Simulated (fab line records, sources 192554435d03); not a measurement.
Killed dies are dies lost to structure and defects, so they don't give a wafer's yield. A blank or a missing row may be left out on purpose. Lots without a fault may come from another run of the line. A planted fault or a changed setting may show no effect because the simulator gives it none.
fab line records | flow n5_finfet | part 1 of 2: steps 1 to 19 of 27
record lots=5 wafers=15 last_day=18
route steps=1938 shown SDB@350
lots that met no fault: from a run of the same line without faults
start_h: hours from the record's first day to the start of the lot's first wafer shown | wait_h: hours since the lot's step before | " the same as in the row above | L1.1+2: a row that stands for several wafers | - no value, or no start given | * or withheld: withheld | < > ~ a bound
route shown NAME@n: a module of which the file shows steps, and the number in the route of the first | usual: mean/standard deviation of fault-free wafers | same: alike in all rows | chamber/n: place in a boat | sites: the reading at each site | _std_site: their standard deviation | _edge_site: outer sites' mean less inner sites' | radius_mm: how far each site lies from the wafer's centre | mask NAME#n: copy n | behind: the tool/chamber that last shaped the wafer | hold: why the lot was held/for how many hours/how that ended | device: the transistor (n, p or np) that didn't switch | end of line: the same wafers' tests at the end of the route | a step without rows: its recipe alone | killed: dies lost to structure and defects at the first sort, not the wafer's yield | map: a wafer's dies, x killed, . not, _ none there
set.NAME: the setting as run; set.NAME@STEP: as run at that earlier step | model.NAME: the simulator's own value behind a step, which no gauge read
lots at some steps of the route; a table a step, a row a wafer
services: from which hour (start_h, from the record's first day; less than 0 if before it) a tool's chamber was out of use, for how many hours, and why
## steps
# step N5_SDB_COAT_05
# recipe resist=CAR-ArF spin_rpm=1500 resist_thk_nm=90
# usual dispense_pressure_kPa=52.6/1.9
# columns lot.wafer tool chamber start_h wait_h dispense_pressure_kPa
L082.1 litho_track-03 0 - - 51.1
L082.4 " 0 " " 51.2
L082.6 " 0 " " 51.1
L084.3 litho_track-03 0 - - 51.2
L084.5 " 0 " " 51.1
L084.6 " 0 " " 51.1
L092.3 litho_track-03 0 - - 51.2
L092.4 " 0 " " 51.2
L092.5 " 0 " " 51.1
L096.1 litho_track-03 0 - - 51.1
L096.4 " 0 " " 51.1
L096.6 " 0 " " 51.2
L097.2 litho_track-04 0 - - 55.5
L097.4 " 0 " " 55.5
L097.6 " 0 " " 55.5
# step N5_SDB_EBR_07
# recipe solvent=PGMEA ebr_width_mm=1.5
# same ebr_width_mm=1.5
# columns lot.wafer tool chamber start_h wait_h
L082.1+4+6 litho_track-03 0 - -
L084.3+5+6 litho_track-03 0 - -
L092.3+4+5 litho_track-03 0 - -
L096.1+4+6 litho_track-03 0 - -
L097.2+4+6 litho_track-04 0 - -
# step N5_SDB_SOFTBAKE_06
# recipe temp_c=110 time_s=60 resist=CAR-ArF
# columns lot.wafer tool chamber start_h wait_h
L082.1+4+6 litho_track-03 0 - -
L084.3+5+6 litho_track-03 0 - -
L092.3+4+5 litho_track-03 0 - -
L096.1+4+6 litho_track-03 0 - -
L097.2+4+6 litho_track-04 0 - -
# step N5_SDB_EXPOSE_08
# recipe mask_id=SDB na=1.35 source_shape=conventional sigma_outer=0.5 polarization=unpolarized dose_mj=49.6
# columns lot.wafer tool chamber start_h wait_h mask
L082.1+4+6 arfi_scanner-01 0 116.29 - SDB#0
L084.3+5+6 arfi_scanner-01 0 130.80 - SDB#0
L092.3+4+5 arfi_scanner-03 0 177.45 - SDB#0
L096.1+4+6 arfi_scanner-03 0 202.52 - SDB#0
L097.2+4+6 arfi_scanner-02 0 213.46 - SDB#0
# step N5_SDB_PEB_09
# recipe peb_temp_c=withheld peb_time_s=60 resist=CAR-ArF
# columns lot.wafer tool chamber start_h wait_h
L082.1+4+6 litho_track-04 0 116.35 0.1
L084.3+5+6 litho_track-03 0 130.85 0.0
L092.3+4+5 litho_track-04 0 177.50 0.0
L096.1+4+6 litho_track-04 0 202.58 0.1
L097.2+4+6 litho_track-03 0 213.51 0.0
# step N5_SDB_DEVELOP_10
# recipe develop_time_s=30 developer=TMAH resist=CAR-ArF rinse_liquid=diw dry=air_spin dev_temp_c=23
# columns lot.wafer tool chamber start_h wait_h
L082.1+4+6 litho_track-04 0 - -
L084.3+5+6 litho_track-03 0 - -
L092.3+4+5 litho_track-04 0 - -
L096.1+4+6 litho_track-04 0 - -
L097.2+4+6 litho_track-03 0 - -
# step N5_SDB_CD_MEAS_11
# recipe target_cd_nm=50 landing_energy_ev=500 detector=se_inlens polarity=opening
# usual cd_nm=50.1/1
# columns lot.wafer tool chamber start_h wait_h cd_nm
L082.1 cd_sem-03 0 116.42 - 50.4
L082.4 " 0 " " 50.0
L082.6 " 0 " " 50.5
L084.3 cd_sem-03 0 130.92 - 50.3
L084.5 " 0 " " 49.3
L084.6 " 0 " " 50.2
L092.3 cd_sem-01 0 177.57 - 50.9
L092.4 " 0 " " 49.9
L092.5 " 0 " " 49.6
L096.1 cd_sem-03 0 202.65 - 51.3
L096.4 " 0 " " 49.5
L096.6 " 0 " " 49.6
L097.2 cd_sem-03 0 213.58 - 52.1
L097.4 " 0 " " 49.7
L097.6 " 0 " " 50.5
# step N5_SDB_OVL_MEAS_12
# recipe points_per_wafer=44
# usual SDB_OVL=-0.4/0.77
# columns lot.wafer tool chamber start_h wait_h SDB_OVL[nm]
L082.1 overlay-02 0 116.45 0.0 -0.3
L082.4 " 0 " " 0.7
L082.6 " 0 " " 0.2
L084.3 overlay-01 0 130.95 0.0 0.8
L084.5 " 0 " " 0.3
L084.6 " 0 " " 0.9
L092.3 overlay-02 0 177.59 0.0 -1.1
L092.4 " 0 " " -0.7
L092.5 " 0 " " -0.9
L096.1 overlay-02 0 202.68 0.0 -0.6
L096.4 " 0 " " -0.4
L096.6 " 0 " " -0.2
L097.2 overlay-01 0 213.61 0.0 -0.7
L097.4 " 0 " " -1.3
L097.6 " 0 " " -0.6
# step N5_SDB_INSPECT_13
# recipe mode=adi inspect_instrument=brightfield
# usual raw_defect_count=72/34
# columns lot.wafer tool chamber start_h wait_h raw_defect_count
L082.1 defect_inspect-02 - 116.47 0.0 54
L082.4 " - " " 34
L082.6 " - " " 59
L084.3 defect_inspect-02 - 130.97 0.0 94
L084.5 " - " " 78
L084.6 " - " " 63
L092.3 defect_inspect-02 - 177.62 0.0 108
L092.4 " - " " 66
L092.5 " - " " 159
L096.1 defect_inspect-01 - 202.70 0.0 53
L096.4 " - " " 99
L096.6 " - " " 34
L097.2 defect_inspect-01 - 213.63 0.0 84
L097.4 " - " " 50
L097.6 " - " " 53
# step N5_SDB_DESCUM_16
# recipe chemistry=O2 time_s=7.9 source_power_w=50 bias_power_w=20 pressure_mtorr=20 rf_frequency_hz=2.712e+07 temp_c=40 resist=CAR-ArF o2_flow_sccm=225
# usual drypump_motor_current_A=5.9/0.41 oes_product_au=0.75/0.075 rf_vpp_V=243.2/1.4 showerhead_plenum_p_Torr=2.09/0.084 throttle_valve_pct=20.43/0.23
# columns lot.wafer tool chamber start_h wait_h drypump_motor_current_A oes_product_au rf_hours_counter_h rf_vpp_V showerhead_plenum_p_Torr throttle_valve_pct
L082.1 rie_diel-02 2 116.63 0.2 5.8 0.70 225 243.3 2.07 20.73
L082.4 " 1 " " 5.4 0.74 161 243.8 2.18 20.22
L082.6 " 3 " " 6.0 0.89 - 242.7 2.03 20.35
L084.3 rie_diel-05 1 131.01 0.0 5.2 0.69 206 243.2 2.18 20.77
L084.5 " 1 " " 5.1 0.70 - 243.2 2.18 20.76
L084.6 " 3 " " 6.5 0.71 - 243.3 2.16 20.62
L092.3 rie_diel-05 1 177.65 0.0 5.2 0.70 221 244.2 2.17 20.79
L092.4 " 0 " " 5.7 0.70 221 243.8 2.18 20.47
L092.5 " 3 " " 6.5 0.71 - 244.4 2.16 20.64
L096.1 rie_diel-05 3 202.92 0.2 6.5 0.69 213 245.1 2.16 20.66
L096.4 " 0 " " 5.8 0.69 230 243.1 2.17 20.48
L096.6 " 2 " " 5.5 0.91 - 242.2 2.03 20.04
L097.2 rie_diel-03 0 213.79 0.2 6.3 0.66 250 244.6 2.06 20.64
L097.4 " 1 " " 6.4 0.76 - 243.3 2.10 20.45
L097.6 " 3 " " 5.9 0.72 - 242.5 2.05 20.04
# step N5_SDB_ETCH_17
# recipe chemistry=CF4 target=SiARC target_depth_a=234 mask_material=CAR-ArF time_s=39 ion_energy_ev=80 pressure_mtorr=40 source_w=545 bias_w=36 Ar_flow_sccm=100 cf4_flow_sccm=100 ends=cleared
# usual bias_w=36.00/0.11 drypump_motor_current_A=5.8/0.41 etch_rf_on_time_s=39.0/0.87 oes_product_au=0.64/0.061 rf_vpp_V=184.1/1.2 showerhead_plenum_p_Torr=2.14/0.075 throttle_valve_pct=15.64/0.19
# columns lot.wafer tool chamber start_h wait_h bias_w drypump_motor_current_A etch_rf_on_time_s oes_product_au rf_hours_counter_h rf_vpp_V showerhead_plenum_p_Torr throttle_valve_pct
L082.1 rie_diel-02 2 116.67 0.0 35.97 5.8 40.5 0.60 225 184.2 2.12 15.89
L082.4 " 1 " " 36.05 5.3 40.0 0.63 161 185.1 2.23 15.46
L082.6 " 3 " " 35.88 6.0 38.3 0.77 - 184.3 2.09 15.53
L084.3 rie_diel-05 1 131.04 0.0 36.07 5.1 38.3 0.61 206 186.2 2.20 15.84
L084.5 " 1 " " 36.07 5.1 38.3 0.61 - 184.2 2.20 15.82
L084.6 " 3 " " 35.95 6.5 37.9 0.62 - 183.2 2.21 15.84
L092.3 rie_diel-05 1 177.69 0.0 35.79 5.1 38.0 0.61 221 185.1 2.19 15.88
L092.4 " 0 " " 36.32 5.8 38.4 0.61 221 184.6 2.20 15.55
L092.5 " 3 " " 35.83 6.5 38.3 0.60 - 184.7 2.20 15.88
L096.1 rie_diel-05 3 202.96 0.0 36.00 6.5 37.7 0.61 213 185.7 2.20 15.89
L096.4 " 0 " " 36.17 5.7 38.7 0.60 230 184.3 2.20 15.57
L096.6 " 2 " " 35.89 5.5 38.9 0.77 - 183.2 2.10 15.25
L097.2 rie_diel-03 0 213.82 0.0 36.00 6.3 39.5 0.57 250 183.7 2.11 15.88
L097.4 " 1 " " 36.00 6.4 39.0 0.65 - 184.2 2.14 15.63
L097.6 " 3 " " 35.93 5.9 37.8 0.61 - 183.0 2.13 15.48
# step N5_SDB_ETCH_18
# recipe chemistry=N2/H2 target=SOC target_depth_a=1000 overetch_a=200 mask_material=SiARC temp_c=40 time_s=150 ion_energy_ev=200 pressure_mtorr=30 source_w=840 bias_w=150 n2_flow_sccm=200 h2_flow_sccm=200
# usual bias_w=150.0/0.49 drypump_motor_current_A=5.9/0.41 oes_product_au=0.67/0.062 rf_vpp_V=523.8/2.6 showerhead_plenum_p_Torr=2.54/0.095 throttle_valve_pct=17.85/0.21
# columns lot.wafer tool chamber start_h wait_h bias_w drypump_motor_current_A oes_product_au rf_hours_counter_h rf_vpp_V showerhead_plenum_p_Torr throttle_valve_pct
L082.1 rie_diel-02 2 116.70 0.0 150.4 5.8 0.63 225 524.0 2.50 18.04
L082.4 " 1 " " 149.8 5.4 0.67 161 527.2 2.66 17.79
L082.6 " 3 " " 150.0 6.0 0.79 - 522.9 2.47 17.71
L084.3 rie_diel-05 1 131.08 0.0 149.7 5.2 0.63 206 525.3 2.62 17.98
L084.5 " 1 " " 149.3 5.2 0.63 - 526.9 2.62 18.00
L084.6 " 3 " " 149.8 6.5 0.64 - 524.6 2.65 18.21
L092.3 rie_diel-05 1 177.72 0.0 149.7 5.1 0.62 221 525.4 2.62 18.02
L092.4 " 0 " " 149.1 5.7 0.63 221 526.0 2.61 17.73
L092.5 " 3 " " 150.4 6.5 0.63 - 526.0 2.64 18.24
L096.1 rie_diel-05 3 202.99 0.0 150.2 6.5 0.63 213 525.9 2.63 18.22
L096.4 " 0 " " 149.7 5.8 0.62 230 526.2 2.61 17.75
L096.6 " 2 " " 149.7 5.5 0.81 - 523.5 2.48 17.41
L097.2 rie_diel-03 0 213.86 0.0 149.6 6.3 0.60 250 522.9 2.50 17.98
L097.4 " 1 " " 150.0 6.4 0.68 - 523.4 2.54 17.74
L097.6 " 3 " " 150.8 5.9 0.63 - 524.2 2.54 17.71
# step N5_SDB_STRIP_19
# recipe chemistry=N2/H2 temp_c=40 n2_flow_sccm=200 h2_flow_sccm=200 rf_frequency_hz=6e+07
# columns lot.wafer tool chamber start_h wait_h
L082.1+4+6 rie_diel-02 2,1,3 116.83 0.1
L084.3+5+6 rie_diel-05 1,1,3 131.20 0.1
L092.3+4+5 rie_diel-05 1,0,3 177.85 0.1
L096.1+4+6 rie_diel-05 3,0,2 203.12 0.1
L097.2+4+6 rie_diel-03 0,1,3 213.99 0.1
# step N5_SDB_STRIP_21
# recipe chemistry=CF4 resist=SiARC power_w=300 bias_power_w=75 pressure_mtorr=50 cf4_flow_sccm=150 rf_frequency_hz=6e+07
# usual drypump_motor_current_A=5.8/0.41 oes_product_au=0.75/0.068 power_w=299.8/0.91 rf_vpp_V=271.1/1.4 showerhead_plenum_p_Torr=1.79/0.061 throttle_valve_pct=13.61/0.21
# columns lot.wafer tool chamber start_h wait_h drypump_motor_current_A oes_product_au power_w rf_hours_counter_h rf_vpp_V showerhead_plenum_p_Torr throttle_valve_pct
L082.1 rie_diel-02 2 116.84 0.0 5.8 0.70 298.7 225 271.2 1.78 13.90
L082.4 " 1 " " 5.4 0.74 299.9 161 273.3 1.86 13.42
L082.6 " 3 " " 6.0 0.88 300.5 - 270.3 1.75 13.46
L084.3 rie_diel-05 1 131.21 0.0 5.1 0.70 300.7 206 272.3 1.83 13.82
L084.5 " 1 " " 5.1 0.69 299.4 - 272.6 1.83 13.80
L084.6 " 3 " " 6.5 0.71 300.1 - 271.2 1.84 13.80
L092.3 rie_diel-05 1 177.86 0.0 5.2 0.69 298.8 221 273.2 1.83 13.84
L092.4 " 0 " " 5.7 0.70 300.0 221 273.3 1.85 13.57
L092.5 " 3 " " 6.5 0.70 301.4 - 272.4 1.84 13.84
L096.1 rie_diel-05 3 203.13 0.0 6.5 0.70 301.0 213 273.1 1.83 13.85
L096.4 " 0 " " 5.8 0.69 300.6 230 272.4 1.84 13.59
L096.6 " 2 " " 5.5 0.89 299.1 - 270.3 1.75 13.20
L097.2 rie_diel-03 0 214.00 0.0 6.3 0.66 300.4 250 272.0 1.77 13.92
L097.4 " 1 " " 6.4 0.75 300.2 - 272.0 1.78 13.53
L097.6 " 3 " " 5.9 0.71 298.6 - 271.2 1.78 13.48
# step N5_SDB_HM_OPEN_20
# recipe chemistry=CH3F/O2 target=SiNx mask_material=SOC target_depth_a=240 stop_on=poly-Si over_etch_frac=0.4 ion_energy_ev=120 pressure_mtorr=30 source_w=395 bias_w=73 Ar_flow_sccm=150 CH3F_flow_sccm=30 O2_flow_sccm=20
# usual O2_flow_sccm=20.01/0.064 bias_w=73.00/0.22 drypump_motor_current_A=5.8/0.41 oes_ar_750_au=0.75/0.067 oes_o_777_au=0.75/0.062 oes_product_au=0.62/0.056 rf_vpp_V=300/6.2 showerhead_plenum_p_Torr=2.00/0.076 throttle_valve_pct=16.39/0.19
# columns lot.wafer tool chamber start_h wait_h O2_flow_sccm bias_w drypump_motor_current_A oes_ar_750_au oes_o_777_au oes_product_au rf_hours_counter_h rf_vpp_V showerhead_plenum_p_Torr throttle_valve_pct
L082.1 rie_diel-02 3 116.86 0.0 20.00 73.00 6.0 0.88 0.87 0.71 25 293 1.95 16.27
L082.4 " 2 " " 19.94 72.66 5.8 0.70 0.69 0.59 225 311 1.97 16.57
L082.6 " 0 " " 19.97 73.40 6.3 0.77 0.75 0.64 - 299 1.85 16.43
L084.3 rie_diel-05 1 131.23 0.0 19.97 72.97 5.1 0.71 0.73 0.58 206 301 2.07 16.66
L084.5 " 1 " " 20.00 73.14 5.1 0.72 0.73 0.57 - 299 2.07 16.63
L084.6 " 3 " " 20.05 72.96 6.5 0.72 0.73 0.59 - 300 2.08 16.61
L092.3 rie_diel-05 1 177.88 0.0 20.05 73.11 5.1 0.71 0.72 0.58 221 300 2.07 16.67
L092.4 " 0 " " 20.05 73.03 5.8 0.71 0.72 0.58 221 299 2.06 16.29
L092.5 " 3 " " 19.86 72.88 6.5 0.72 0.71 0.58 - 302 2.07 16.65
L096.1 rie_diel-05 3 203.15 0.0 20.07 72.60 6.5 0.70 0.70 0.56 213 300 2.07 16.67
L096.4 " 0 " " 20.05 73.30 5.8 0.71 0.72 0.58 230 299 2.06 16.30
L096.6 " 2 " " 20.01 72.66 5.5 0.87 0.86 0.73 - 307 1.96 16.01
L097.2 rie_diel-03 0 214.02 0.0 20.07 72.46 6.3 0.68 0.68 0.56 250 294 1.96 16.53
L097.4 " 1 " " 19.95 72.85 6.3 0.77 0.77 0.64 - 289 2.01 16.42
L097.6 " 3 " " 20.03 72.93 5.9 0.72 0.72 0.58 - 290 1.98 16.18
# step N5_SDB_STRIP_22
# recipe chemistry=N2/H2 power_w=1000 temp_c=250 h2_frac=0.65 overash_fraction=0.3 pressure_mtorr=withheld n2_flow_sccm=1750 h2_flow_sccm=3250
# usual drypump_motor_current_A=5.59/0.28 heater_power_w=328/28 oes_product_au=0.715/0.0047 strip_time_to_endpoint_s=96.3/0.36
# columns lot.wafer tool chamber start_h wait_h drypump_motor_current_A heater_power_w oes_product_au rf_hours_counter_h strip_time_to_endpoint_s
L082.1 plasma_asher-01 0 116.94 0.1 5.71 312 0.719 78 95.9
L082.4 " 1 " " 6.03 291 0.709 - 96.9
L082.6 " 0 " " 5.72 311 0.709 - 96.3
L084.3 plasma_asher-02 1 131.35 0.1 5.37 359 0.723 - 96.2
L084.5 " 0 " " 5.36 347 0.713 - 96.3
L084.6 " 1 " " 5.36 364 0.714 - 95.9
L092.3 plasma_asher-01 1 178.00 0.1 6.04 291 0.711 - 96.4
L092.4 " 0 " " 5.71 311 0.716 - 96.6
L092.5 " 1 " " 6.03 296 0.721 - 96.1
L096.1 plasma_asher-02 0 203.37 0.2 5.34 351 0.718 60 95.6
L096.4 " 1 " " 5.36 357 0.709 - 96.1
L096.6 " 1 " " 5.36 352 0.715 - 95.7
L097.2 plasma_asher-02 0 214.10 0.1 5.36 354 0.713 62 96.7
L097.4 " 1 " " 5.36 362 0.717 - 96.5
L097.6 " 0 " " 5.34 348 0.719 - 96.3
# step N5_SDB_PRECLEAN_23
# recipe chemistry=dHF time_s=30 temp_c=25 dilution=withheld
# columns lot.wafer tool chamber start_h wait_h
L082.1+4+6 wet_bench-03 2,3,0 117.09 0.1
L084.3+5+6 wet_bench-06 6,2,4 131.46 0.1
L092.3+4+5 wet_bench-01 0,5,4 178.11 0.1
L096.1+4+6 wet_bench-03 3,7,2 203.52 0.1
L097.2+4+6 wet_bench-06 7,6,5 214.25 0.1
# step N5_SDB_DUMMY_REMOVE_24
# recipe chemistry=TMAH temp_c=70 target=poly-Si stop_on=SiO2 target_depth_nm=142 conc_wt_pct=5 time_s=57 dry=ipa_marangoni rinse_time_s=30 rinse_temp_c=23
# usual bath_guard_temp_C=70.1/0.61
# columns lot.wafer tool chamber start_h wait_h bath_guard_temp_C
L082.1 wet_bench-03 2 117.10 0.0 70.0
L082.4 " 3 " " 70.2
L082.6 " 0 " " 70.3
L084.3 wet_bench-06 6 131.47 0.0 70.2
L084.5 " 2 " " 70.7
L084.6 " 4 " " 70.0
L092.3 wet_bench-01 0 178.12 0.0 69.9
L092.4 " 5 " " 69.4
L092.5 " 4 " " 70.8
L096.1 wet_bench-03 3 203.53 0.0 69.8
L096.4 " 7 " " 69.5
L096.6 " 2 " " 69.4
L097.2 wet_bench-06 7 214.26 0.0 69.7
L097.4 " 6 " " 70.3
L097.6 " 5 " " 68.9
# step N5_SDB_ETCH_25
# recipe chemistry=C4F6/O2 target=SiO2 target_depth_a=100 time_s=3.3 ion_energy_ev=250 mask_material=SiNx pressure_mtorr=30 source_w=345 bias_w=185 Ar_flow_sccm=300 C4F6_flow_sccm=10 O2_flow_sccm=10
# usual O2_flow_sccm=9.998/0.029 bias_w=184.9/0.6 drypump_motor_current_A=5.9/0.41 oes_ar_750_au=0.76/0.07 oes_o_777_au=0.75/0.063 oes_product_au=0.75/0.076 rf_vpp_V=668/15 showerhead_plenum_p_Torr=2.85/0.095 throttle_valve_pct=21.20/0.17
# columns lot.wafer tool chamber start_h wait_h O2_flow_sccm bias_w drypump_motor_current_A oes_ar_750_au oes_o_777_au oes_product_au rf_hours_counter_h rf_vpp_V showerhead_plenum_p_Torr throttle_valve_pct
L082.1 rie_diel-02 2 117.16 0.0 10.021 185.9 5.8 0.70 0.69 0.70 225 695 2.81 21.36
L082.4 " 3 " " 9.981 186.4 5.9 0.89 0.87 0.89 - 657 2.77 21.15
L082.6 " 1 " " 10.063 184.6 5.4 0.74 0.71 0.74 - 678 2.99 21.12
L084.3 rie_diel-03 1 132.15 0.6 10.019 184.5 6.4 0.80 0.79 0.78 102 648 2.88 21.24
L084.5 " 0 " " 9.984 185.0 6.3 0.69 0.70 0.68 - 660 2.80 21.22
L084.6 " 1 " " 10.027 185.5 6.3 0.79 0.79 0.79 - 646 2.88 21.25
L092.3 rie_diel-05 2 178.18 0.0 9.987 185.1 5.5 0.90 0.87 0.92 17 684 2.79 20.88
L092.4 " 0 " " 10.005 183.5 5.8 0.72 0.74 0.71 221 669 2.93 21.05
L092.5 " 1 " " 10.025 185.4 5.1 0.71 0.74 0.70 - 668 2.93 21.45
L096.1 rie_diel-03 1 204.05 0.5 9.962 184.9 6.3 0.77 0.77 0.77 129 646 2.87 21.27
L096.4 " 0 " " 9.961 185.5 6.3 0.68 0.68 0.66 - 658 2.79 21.25
L096.6 " 3 " " 9.962 184.4 5.9 0.72 0.71 0.73 - 647 2.83 20.99
L097.2 rie_diel-02 2 214.32 0.0 10.023 184.4 5.8 0.94 0.92 0.95 3 697 2.79 21.02
L097.4 " 0 " " 9.994 184.6 6.3 0.75 0.73 0.73 160 670 2.62 21.31
L097.6 " 2 " " 9.975 185.6 5.8 0.94 0.92 0.96 - 696 2.79 21.02
